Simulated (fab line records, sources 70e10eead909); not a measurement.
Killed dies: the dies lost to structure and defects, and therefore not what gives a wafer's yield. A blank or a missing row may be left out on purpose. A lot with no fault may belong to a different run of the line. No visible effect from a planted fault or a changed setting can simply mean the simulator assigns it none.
Which tool is to blame? + flow nand-harc + 12 lots with 36 wafers sampled at 6 steps, on a route of 1302 steps

## WHAT EACH GAUGE READ, for each wafer
NHARC_A_ONON_D1_THK_MEAS_18: measures by ellipsometry. Usual: thk-nm 997 nm, standard deviation 11.
| lot  | measured     | on            | thk-nm (nm)    | flag |
|------|--------------|---------------|----------------|------|
| L958 | day 8 07:40  | film-metro-02 | 988 989 990    |      |
| L960 | day 8 22:47  | film-metro-02 | 991 993 991    |      |
| L961 | day 9 09:05  | film-metro-01 | 977 976 976    |      |
| L964 | day 10 16:53 | film-metro-02 | 998 997 996    |      |
| L966 | day 11 16:07 | film-metro-02 | 1003 1005 1004 |      |
| L967 | day 11 16:10 | film-metro-01 | 996 996 998    |      |
| L969 | day 13 01:29 | film-metro-02 | 1006 1008 1007 |      |
| L973 | day 14 06:05 | film-metro-01 | 1595 1596 1595 | OFF  |
| L972 | day 14 06:05 | film-metro-02 | 994 994 994    |      |
| L974 | day 15 04:42 | film-metro-02 | 1570 1571 1571 | OFF  |
| L979 | day 16 20:07 | film-metro-01 | 983 984 985    |      |
| L981 | day 18 00:41 | film-metro-02 | 994 996 995    |      |

NHARC_END_SORT_01. Usual: killed-at-array 46, standard deviation 15; killed-at-other 0.8, standard deviation 1.1; killed-at-periphery 4.0, standard deviation 2.9; killed-dies 50, standard deviation 15; killed-open 3.2, standard deviation 1.8; killed-short 2.3, standard deviation 1.6.
| lot  | measured     | on        | killed-at-array | killed-at-other | killed-at-periphery | killed-dies | killed-open | killed-short | flag |
|------|--------------|-----------|-----------------|-----------------|---------------------|-------------|-------------|--------------|------|
| L973 | day 30 11:53 | prober-02 | 675 676 672     | 0 1 1           | 2 0 4               | 677 677 677 | 5 3 3       | 5 0 2        | OFF  |
| L974 | day 31 21:11 | prober-01 | 674 676 672     | 0 0 1           | 3 1 4               | 677 677 677 | 3 1 2       | 4 3 2        | OFF  |

## EACH LOT AND THE TOOL THAT RAN IT (in order: tool; ch and the chambers of the sampled wafers; start)
| lot  | NHARC_P_BONDPAD_DEP_00                     | NHARC_A_ONON_D1_DEP_16           | NHARC_A_CHANNEL_HOLE_D1_DESCUM_15  | NHARC_A_CHANNEL_HOLE_D1_ETCH_16 |
|------|--------------------------------------------|----------------------------------|------------------------------------|---------------------------------|
| L958 | pecvd-02 ch 0,2, day 8 07:08 or earlier    | pecvd-onon-01 ch 0, day 8 07:08  | rie-diel-12 ch 0,1, day 8 13:34    | rie-diel-12 ch 0,2,3, no start  |
| L960 | pecvd-03 ch 0,1,2, day 7 06:59             | pecvd-onon-03 ch 0, day 8 22:20  | rie-diel-12 ch 0,1,2, day 9 10:46  | rie-diel-12 ch 0,2,3, no start  |
| L961 | pecvd-03 ch 0,2, day 7 17:34               | pecvd-onon-01 ch 0, day 9 08:35  | rie-diel-12 ch 1,2,3, day 9 16:04  | rie-diel-12 ch 1,2, no start    |
| L964 | pecvd-02 ch 0,1,2, day 10 16:22 or earlier | pecvd-onon-02 ch 0, day 10 16:22 | rie-diel-12 ch 0,1,2, day 10 23:51 | rie-diel-12 ch 0,1,2, no start  |
| L966 | pecvd-03 ch 0,1, day 10 02:10              | pecvd-onon-01 ch 0, day 11 15:37 | rie-diel-12 ch 0,1,2, day 12 01:29 | rie-diel-12 ch 0,1,3, no start  |
| L967 | pecvd-02 ch 0,1,2, day 10 02:17            | pecvd-onon-02 ch 0, day 11 15:38 | rie-diel-12 ch 0,3, day 12 03:14   | rie-diel-12 ch 0,1,2, no start  |
| L969 | pecvd-03 ch 0,1,2, day 11 10:20            | pecvd-onon-01 ch 0, day 13 01:01 | rie-diel-05 ch 0,2, day 13 08:37   | rie-diel-05 ch 0,1,2, no start  |
| L973 | pecvd-01 ch 0,1,2, day 12 13:53            | pecvd-onon-01 ch 0, day 14 05:42 | -                                  | -                               |
| L972 | pecvd-02 ch 1,2, day 12 15:09              | pecvd-onon-02 ch 0, day 14 05:35 | rie-diel-05 ch 1,2,3, day 14 12:11 | rie-diel-05 ch 1,2,3, no start  |
| L974 | pecvd-03 ch 1,2, day 13 14:22              | pecvd-onon-01 ch 0, day 15 04:11 | -                                  | -                               |
| L979 | pecvd-02 ch 1,2, day 15 04:20              | pecvd-onon-03 ch 0, day 16 19:37 | rie-diel-12 ch 0,2,3, day 17 01:49 | rie-diel-12 ch 1,2,3, no start  |
| L981 | pecvd-03 ch 0,1,2, day 16 05:19            | pecvd-onon-02 ch 0, day 18 00:11 | rie-diel-12 ch 0,1,2, day 18 09:49 | rie-diel-12 ch 0,1,2, no start  |
- NHARC_P_BONDPAD_DEP_00: deposits SiCN, target thk 250 nm.
- NHARC_A_ONON_D1_DEP_16: target thk 1000 nm.
- NHARC_A_CHANNEL_HOLE_D1_DESCUM_15: chemistry O2, time 3 s.
- NHARC_A_CHANNEL_HOLE_D1_ETCH_16: etches the open film in O2/COS, target depth 3100 nm, time 806 s.

## WHAT THE TOOLS THEMSELVES READ (means of the sampled wafers that have a number; where no wafer has one, the mark that the record gives instead)
NHARC_P_BONDPAD_DEP_00. Usual: chamber-pressure-Torr 3.000 Torr, standard deviation 0.0073; heater-power-w 605 W, standard deviation 100; rf-fwd-power-W 449.4 W, standard deviation 1.3.
| lot  | tool     | chamber-pressure-Torr (Torr) | heater-power-w (W) | rf-fwd-power-W (W) | flag |
|------|----------|------------------------------|--------------------|--------------------|------|
| L958 | pecvd-02 | 3.005                        | 672                | 450.8              |      |
| L960 | pecvd-03 | 3.003                        | 576                | 448.9              |      |
| L961 | pecvd-03 | 3.001                        | 546                | 449.6              |      |
| L964 | pecvd-02 | 3.001                        | 653                | 449.9              |      |
| L966 | pecvd-03 | 3.003                        | 549                | 449.6              |      |
| L967 | pecvd-02 | 2.996                        | 671                | 448.8              |      |
| L969 | pecvd-03 | 2.997                        | 603                | 449.2              |      |
| L973 | pecvd-01 | 2.999                        | 558                | 449.9              |      |
| L972 | pecvd-02 | 2.992                        | 530                | 450.1              |      |
| L974 | pecvd-03 | 3.003                        | 568                | 449.3              |      |
| L979 | pecvd-02 | 3.000                        | 587                | 449.2              |      |
| L981 | pecvd-03 | 3.002                        | 579                | 448.1              |      |

NHARC_A_CHANNEL_HOLE_D1_DESCUM_15. Usual: drypump-motor-current-A 5.7 A, standard deviation 0.5; oes-product-au 0.997 a.u., standard deviation 0.0064; rf-vpp-V 57.8 V, standard deviation 0.92; showerhead-plenum-p-Torr 1.90 Torr, standard deviation 0.062; throttle-valve-pct 11.312 %, standard deviation 0.0093.
| lot  | tool        | drypump-motor-current-A (A) | oes-product-au (a.u.) | rf-vpp-V (V) | showerhead-plenum-p-Torr (Torr) | throttle-valve-pct (%) | flag |
|------|-------------|-----------------------------|-----------------------|--------------|---------------------------------|------------------------|------|
| L958 | rie-diel-12 | 5.6                         | 0.995                 | 57.8         | 1.92                            | 11.313                 |      |
| L960 | rie-diel-12 | 5.8                         | 0.995                 | 57.3         | 1.92                            | 11.316                 |      |
| L961 | rie-diel-12 | 5.6                         | 0.998                 | 57.2         | 1.87                            | 11.308                 |      |
| L964 | rie-diel-12 | 5.8                         | 0.995                 | 57.8         | 1.92                            | 11.311                 |      |
| L966 | rie-diel-12 | 5.8                         | 0.996                 | 58.2         | 1.92                            | 11.307                 |      |
| L967 | rie-diel-12 | 6.2                         | 0.998                 | 58.1         | 1.90                            | 11.311                 |      |
| L969 | rie-diel-05 | 5.1                         | 1.002                 | 58.9         | 1.98                            | 11.315                 |      |
| L972 | rie-diel-05 | 5.4                         | 1.001                 | 57.8         | 1.90                            | 11.316                 |      |
| L979 | rie-diel-12 | 6.1                         | 0.992                 | 57.6         | 1.90                            | 11.314                 |      |
| L981 | rie-diel-12 | 5.8                         | 0.995                 | 57.9         | 1.91                            | 11.308                 |      |

NHARC_A_CHANNEL_HOLE_D1_ETCH_16. Usual: drypump-motor-current-A 5.8 A, standard deviation 0.5; oes-product-au 0.996 a.u., standard deviation 0.0076; rf-fwd-power-W 499.8 W, standard deviation 1.4; rf-vpp-V 314.0 V, standard deviation 1.7; showerhead-plenum-p-Torr 3.12 Torr, standard deviation 0.098; throttle-valve-pct 28.330 %, standard deviation 0.009.
| lot  | tool        | drypump-motor-current-A (A) | oes-product-au (a.u.) | rf-fwd-power-W (W) | rf-vpp-V (V) | showerhead-plenum-p-Torr (Torr) | throttle-valve-pct (%) | flag |
|------|-------------|-----------------------------|-----------------------|--------------------|--------------|---------------------------------|------------------------|------|
| L958 | rie-diel-12 | 6.1                         | 0.991                 | 500.0              | 313.8        | 3.11                            | 28.334                 |      |
| L960 | rie-diel-12 | 6.1                         | 0.992                 | 500.7              | 313.8        | 3.11                            | 28.335                 |      |
| L961 | rie-diel-12 | 5.5                         | 0.992                 | 500.7              | 313.4        | 3.07                            | 28.328                 |      |
| L964 | rie-diel-12 | 5.8                         | 0.999                 | 500.3              | 314.0        | 3.13                            | 28.332                 |      |
| L966 | rie-diel-12 | 5.9                         | 0.992                 | 498.0              | 314.7        | 3.12                            | 28.332                 |      |
| L967 | rie-diel-12 | 5.8                         | 0.994                 | 499.8              | 314.2        | 3.12                            | 28.327                 |      |
| L969 | rie-diel-05 | 5.4                         | 1.000                 | 499.3              | 314.6        | 3.16                            | 28.330                 |      |
| L972 | rie-diel-05 | 5.4                         | 1.000                 | 499.8              | 314.3        | 3.10                            | 28.328                 |      |
| L979 | rie-diel-12 | 5.6                         | 0.994                 | 500.7              | 313.2        | 3.05                            | 28.344                 |      |
| L981 | rie-diel-12 | 5.8                         | 0.995                 | 500.5              | 314.3        | 3.12                            | 28.329                 |      |

## THE ANSWER, worked out from the rows above alone
Rule: take the mean of a lot's wafers that have a number; if it is more than 3 standard deviations from the usual mean, the lot is off. Also off: a lot with no number at a reading for which 4 or more lots have one. All remaining lots with rows at the step are treated as sound. After the gauges, taken in route order, come the tools' own readings; for these a lot's mean is taken, as printed above. The first step at which some lot is off is used, and at that step the reading that is off furthest; a lot without a number counts as furthest.
Off at NHARC_A_ONON_D1_THK_MEAS_18 (thk-nm): L973, L974.
If a tool, at a process step before that reading, ran all the lots that are off and no sound lot after the first of them, it fits. Not tried: the gauges at NHARC_A_ONON_D1_THK_MEAS_18; whatever is off there is also off at NHARC_END_SORT_01, on other tools, and gauge error can't account for it. NHARC_P_BONDPAD_DEP_00: start missing for some lots; hours and lot order therefore follow NHARC_A_ONON_D1_DEP_16. One fits: NHARC_A_ONON_D1_DEP_16 on pecvd-onon-01. A fault onset in the window from L969 (day 13 01:01, its last sound lot) to L973 (day 14 05:42, its first lot off) fits.

## WHAT THE SIMULATOR HAD INSERTED
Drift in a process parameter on pecvd-onon-01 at NHARC_A_ONON_D1_DEP_16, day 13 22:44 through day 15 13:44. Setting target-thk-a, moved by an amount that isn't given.
Shown lots that were struck: L973, L974. The rule given above showed the same thing.
